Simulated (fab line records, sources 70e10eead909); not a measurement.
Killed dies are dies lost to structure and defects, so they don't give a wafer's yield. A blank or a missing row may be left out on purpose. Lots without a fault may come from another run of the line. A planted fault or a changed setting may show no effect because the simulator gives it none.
fab line records | flow nand_harc
record lots=15 wafers=43 last_day=24
route steps=1159 shown P_CONTACT@218 P_M0@268
lots that met no fault: from a run of the same line without faults
start_h: hours from the record's first day to the start of the lot's first wafer shown | wait_h: hours since the lot's step before | " the same as in the row above | L1.1+2: a row that stands for several wafers | - no value, or no start given | * or withheld: withheld | < > ~ a bound
route shown NAME@n: a module of which the file shows steps, and the number in the route of the first | usual: mean/standard deviation of fault-free wafers | same: alike in all rows | chamber/n: place in a boat | sites: the reading at each site | _std_site: their standard deviation | _edge_site: outer sites' mean less inner sites' | radius_mm: how far each site lies from the wafer's centre | mask NAME#n: copy n | behind: the tool/chamber that last shaped the wafer | hold: why the lot was held/for how many hours/how that ended | device: the transistor (n, p or np) that didn't switch | end of line: the same wafers' tests at the end of the route | a step without rows: its recipe alone | killed: dies lost to structure and defects at the first sort, not the wafer's yield | map: a wafer's dies, x killed, . not, _ none there
set.NAME: the setting as run; set.NAME@STEP: as run at that earlier step | model.NAME: the simulator's own value behind a step, which no gauge read
steps of the route over a sample of lots; a table a step, a row a wafer
services: from which hour (start_h, from the record's first day; less than 0 if before it) a tool's chamber was out of use, for how many hours, and why
## steps
# step NHARC_P_CONTACT_DEP_00
# recipe target_thk_a=5000 temp_c=400 pressure_torr=6.5 rf_w=900 teos_flow_sccm=161.4 flow_sccm=2650 target_thk_nm=500 gas=O2 material=SiO2
# usual heater_power_outer_w=290/54 heater_power_w=528/69 throttle_valve_pct=15.9/0.64
# columns lot.wafer tool chamber start_h wait_h heater_power_outer_w heater_power_w throttle_valve_pct
L872.1 pecvd-02 1 112.88 0.3 246 474 15.3
L872.5 " 1 " " 268 509 15.5
L872.6 " 0 " " 263 496 15.5
L873.2 pecvd-02 0 114.32 0.3 217 443 15.5
L873.3 " 0 " " 236 458 15.6
L873.4 " 1 " " 229 443 15.5
L874.1 pecvd-01 1 - - 325 559 14.9
L874.2 " 2 " " 336 615 16.9
L874.4 " 1 " " 345 587 14.9
L875.3 pecvd-01 1 - - 291 517 14.8
L875.2 " 2 " " 317 592 17.2
L875.5 " 2 " " 327 597 16.9
L876.3 pecvd-03 1 - - 283 519 15.8
L876.6 " 0 " " 343 599 16.0
L876.5 " 2 " " 195 424 16.0
L878.2 pecvd-01 1 - - 373 626 14.9
L878.1 " 0 " " 369 569 16.4
L878.6 " 1 " " 380 634 15.1
L879.3 pecvd-03 2 - - 210 438 16.1
L879.2 " 1 " " 234 452 15.6
L879.5 " 1 " " 257 483 15.7
L880.3 pecvd-01 1 - - 373 606 15.4
L880.6 " 1 " " 376 640 15.0
L880.4 " 2 " " 231 485 17.0
L881.2 pecvd-01 1 - - 370 618 15.1
L881.6 " 2 " " 266 539 17.2
L881.5 " 0 " " 326 506 16.0
L885.3 pecvd-01 2 - - 272 550 17.1
L885.2 " 0 " " 274 434 16.1
L885.4 " 1 " " 380 623 15.3
L883.3 pecvd-01 2 - - 262 532 17.1
L883.2 " 1 " " 395 648 14.9
L883.6 " 0 " " 329 508 16.3
L884.3 pecvd-01 1 - - 386 623 15.0
L884.4 " 0 " " 341 523 16.1
L886.1 pecvd-03 0 - - 300 552 16.1
L886.4 " 1 " " 302 557 15.7
L895.3 pecvd-02 2 - - 428 703 15.1
L895.2 " 0 " " 188 389 15.4
L895.5 " 0 " " 209 441 15.3
L894.3 pecvd-03 2 - - 262 513 16.1
L894.4 " 2 " " 278 535 16.0
L894.6 " 1 " " 260 500 16.1
# step NHARC_P_M0_ETCH_15
# recipe target_depth_a=1500 overetch_a=150 time_s=82.5 c4f8_flow_sccm=withheld ar_flow_sccm=400 rf_w=600 bias_w=300 chemistry=C4F8/Ar
# usual bias_w=299.9/0.94 oes_product_au=0.950/0.023 rf_vpp_V=442.1/2.4
# columns lot.wafer tool chamber start_h wait_h bias_w oes_product_au rf_hours_counter_h rf_vpp_V
L872.1 rie_diel-01 0 - - 299.1 0.930 9 436.8
L872.6 " 3 " " 300.4 0.922 - 442.5
L872.5 " 0 " " 300.1 0.936 - 438.0
L873.4 rie_diel-08 0 - - 298.2 0.980 11 440.9
L873.3 " 2 " " 298.9 0.938 12 443.9
L873.2 " 3 " " 299.0 0.958 13 437.1
L874.1 rie_diel-01 3 - - 299.7 0.915 9 444.5
L874.2 " 1 " " 301.0 0.913 10 440.8
L874.4 " 2 " " 301.8 0.922 10 446.8
L875.3 rie_diel-03 3 - - 300.3 0.963 6 442.2
L875.2 " 2 " " 300.5 0.968 7 443.8
L875.5 " 3 " " 299.5 0.959 - 442.9
L876.3 rie_diel-03 1 - - 299.2 0.995 7 444.6
L876.5 " 2 " " 299.1 0.971 - 442.3
L876.6 " 3 " " 299.5 0.946 - 441.4
L878.2 rie_diel-08 2 - - 300.3 0.953 1 441.8
L878.1 " 0 " " 301.2 0.955 1 440.9
L878.6 " 2 " " 301.0 0.953 - 442.3
L879.2 rie_diel-03 2 - - 298.1 0.915 8 440.9
L879.3 " 0 " " 299.4 0.924 7 442.6
L879.5 " 3 " " 300.9 0.928 - 442.9
L880.4 rie_diel-01 0 - - 300.3 0.988 2 438.1
L880.3 " 1 " " 299.3 0.967 2 441.7
L880.6 " 2 " " 299.3 0.982 - 444.3
L881.2 rie_diel-08 0 - - 301.8 0.964 3 443.4
L881.6 " 3 " " 299.7 0.972 - 438.0
L881.5 " 0 " " 302.1 0.949 - 441.9
L885.2 rie_diel-03 3 - - 300.2 0.923 10 443.2
L885.4 " 0 " " 299.4 0.920 10 443.9
L885.3 " 2 " " 300.2 0.923 11 442.2
L883.3 rie_diel-08 2 - - 298.6 0.939 4 442.7
L883.2 " 1 " " 301.1 0.929 4 442.7
L883.6 " 2 " " 299.7 0.928 - 443.2
L884.4 rie_diel-08 2 - - 300.4 0.948 4 441.2
L884.3 " 3 " " 300.1 0.971 3 437.0
L886.1 rie_diel-08 1 - - 300.4 0.939 4 442.5
L886.4 " 3 " " 300.5 0.973 3 437.1
L895.3 rie_diel-01 3 - - 300.0 0.919 8 443.6
L895.2 " 1 " " 299.8 0.927 8 441.9
L895.5 " 3 " " 301.4 0.924 - 442.6
L894.4 rie_diel-08 1 - - 301.1 0.939 8 443.4
L894.3 " 0 " " 301.2 0.959 8 441.8
L894.6 " 1 " " 299.6 0.932 - 442.8
# step NHARC_P_M0_PRE_CLEAN_29
# recipe time_s=30 temp_c=280 gas=H2/He
# usual heater_power_w=391/30
# columns lot.wafer tool chamber start_h wait_h heater_power_w
L872.1 pvd_sputter-03 - - - 376
L872.6 " - " " 427
L872.5 " - " " 388
L873.4 pvd_sputter-02 - - - 398
L873.2 " - " " 382
L873.3 " - " " 364
L874.2 pvd_sputter-03 - - - 443
L874.4 " - " " 374
L874.1 " - " " 368
L875.3 pvd_sputter-02 - - - 377
L875.2 " - " " 402
L875.5 " - " " 362
L876.3 pvd_sputter-02 - - - 354
L876.5 " - " " 355
L876.6 " - " " 410
L878.1 pvd_sputter-01 - - - 435
L878.2 " - " " 412
L878.6 " - " " 429
L879.3 pvd_sputter-02 - - - 400
L879.2 " - " " 354
L879.5 " - " " 407
L880.3 pvd_sputter-02 - - - 385
L880.4 " - " " 362
L880.6 " - " " 359
L881.2 pvd_sputter-01 - - - 401
L881.6 " - " " 414
L881.5 " - " " 394
L885.3 pvd_sputter-02 - - - 386
L885.2 " - " " 346
L885.4 " - " " 359
L883.2 pvd_sputter-02 - - - 369
L883.3 " - " " 374
L883.6 " - " " 356
L884.3 pvd_sputter-01 - - - 357
L884.4 " - " " 431
L886.1 pvd_sputter-02 - - - 351
L886.4 " - " " 409
L895.3 pvd_sputter-03 - - - 441
L895.2 " - " " 379
L895.5 " - " " 431
L894.3 pvd_sputter-03 - - - 441
L894.4 " - " " 384
L894.6 " - " " 388
# step NHARC_P_M0_ECD_22
# recipe target_thk_a=4000 bath_temp_c=25 material=Cu
# columns lot.wafer tool chamber start_h wait_h
L872.1+5+6 ecd_cu-02 1,1,0 124.47 -
L873.2+4+3 ecd_cu-01 1,0,1 125.72 -
L874.1+2+4 ecd_cu-02 0,1,0 126.26 -
L875.2+3+5 ecd_cu-01 0,0,1 139.61 -
L876.3+6+5 ecd_cu-02 1,1,0 140.13 -
L878.2+1+6 ecd_cu-02 1,0,0 154.52 -
L879.2+3+5 ecd_cu-01 1 158.18 -
L880.3+4+6 ecd_cu-01 1,0,1 161.55 -
L881.2+6+5 ecd_cu-02 0,1,0 174.46 -
L885.2+4+3 ecd_cu-02 0,1,0 192.69 -
L883.2+3+6 ecd_cu-02 1,0,0 193.19 -
L884.3+4 ecd_cu-02 0,1 193.82 -
L886.1+4 ecd_cu-02 0,1 196.66 -
L895.2+3+5 ecd_cu-01 1,0,0 255.11 -
L894.3+4+6 ecd_cu-01 0,1,1 256.72 -
# step NHARC_P_M0_CMP_23
# recipe t_overpolish_s=20 target_thk_nm=117.53
# usual motor_current_A=12.1/1.1 time_to_endpoint_s=29/3.3
# columns lot.wafer tool chamber start_h wait_h motor_current_A time_to_endpoint_s
L872.1 cmp-01 3 125.19 - 11.0 29
L872.5 " 3 " " 11.4 28
L872.6 " 0 " " 13.1 38
L873.2 cmp-03 0 126.39 - 13.6 30
L873.4 " 1 " " 10.3 28
L873.3 " 2 " " 14.7 30
L874.1 cmp-04 3 127.02 - 11.0 24
L874.2 " 0 " " 12.2 27
L874.4 " 1 " " 13.2 24
L875.3 cmp-03 2 140.34 - 15.1 29
L875.2 " 3 " " 11.4 31
L875.5 " 3 " " 12.0 31
L876.3 cmp-01 3 140.81 - 11.8 30
L876.5 " 1 " " 12.9 29
L876.6 " 2 " " 11.1 29
L878.2 cmp-01 2 155.30 - 11.0 29
L878.1 " 1 " " 13.6 30
L878.6 " 3 " " 11.7 25
L879.3 cmp-01 0 158.85 - 12.2 31
L879.2 " 2 " " 11.5 25
L879.5 " 1 " " 12.7 27
L880.4 cmp-04 2 162.20 - 11.0 34
L880.3 " 1 " " 13.6 28
L880.6 " 3 " " 11.1 30
L881.2 cmp-03 1 175.22 - 10.6 29
L881.6 " 2 " " 14.2 34
L881.5 " 3 " " 11.3 32
L885.2 cmp-01 3 193.36 - 11.9 27
L885.3 " 1 " " 13.3 28
L885.4 " 2 " " 11.6 29
L883.2 cmp-04 3 193.94 - 10.7 25
L883.3 " 2 " " 10.9 10
L883.6 " 3 " " 10.6 24
L884.4 cmp-01 1 194.50 - 13.5 29
L884.3 " 2 " " 11.5 8
L886.1 cmp-04 1 197.39 - 13.2 9
L886.4 " 3 " " 11.0 28
L895.3 cmp-01 2 255.81 - 11.2 29
L895.2 " 3 " " 11.6 24
L895.5 " 2 " " 10.8 30
L894.3 cmp-04 1 257.34 - 13.4 27
L894.4 " 0 " " 12.3 33
L894.6 " 2 " " 11.4 34
## services
# columns tool chamber start_h hours kind
pvd_sputter-03 - 89.56 5.0 repair
ecd_cu-01 - 96.10 8.0 pm
pecvd-01 0 99.34 8.4 repair
pvd_sputter-03 - 102.02 10.0 pm
cmp-01 - 104.81 0.3 repair
cmp-04 - 105.01 4.0 pm
rie_diel-08 0 108.26 11.1 repair
rie_diel-08 3 113.28 4.1 repair
rie_diel-08 - 124.80 9.0 pm
rie_diel-03 0 132.94 2.5 repair
pvd_sputter-03 - 136.77 1.8 repair
rie_diel-01 - 137.80 9.0 pm
cmp-01 - 171.65 0.4 repair
ecd_cu-02 - 180.00 8.0 pm
cmp-01 - 180.13 4.0 pm
cmp-04 - 198.58 2.2 repair
pvd_sputter-03 - 201.02 6.9 repair
cmp-04 - 202.03 1.2 repair
pvd_sputter-02 - 206.51 0.8 repair
pvd_sputter-02 - 214.01 10.0 pm
pecvd-01 - 214.97 0.8 repair
cmp-04 - 225.27 1.4 repair
ecd_cu-02 - 230.75 2.8 repair
pecvd-01 - 237.00 13.0 pm
## key
first_sign step=NHARC_P_M0_CMP_23 reading=time_to_endpoint_s direction=down sigmas=6 usual=* struck=*
effect none on later readings
met_at NHARC_P_M0_ECD_22
struck_lots L883,L884,L886
struck_wafers L883.3,L884.3,L886.1
sort_left_out L883.3,L884.3,L886.1
not_acting_at NHARC_P_CONTACT_DEP_00,NHARC_P_M0_ETCH_15,NHARC_P_M0_PRE_CLEAN_29
fault kind=process_parameter_drift tool=ecd_cu-02 chamber=- onset_h=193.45 steps=NHARC_P_M0_ECD_22 channel=target_thk_a offset=* shape=step end_h=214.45 scope=struck_wafers_only acts_in=* stated=*
# sort_left_out: the simulated sort isn't trusted on such a fault, so these wafers' sort isn't shown, and their yield isn't known
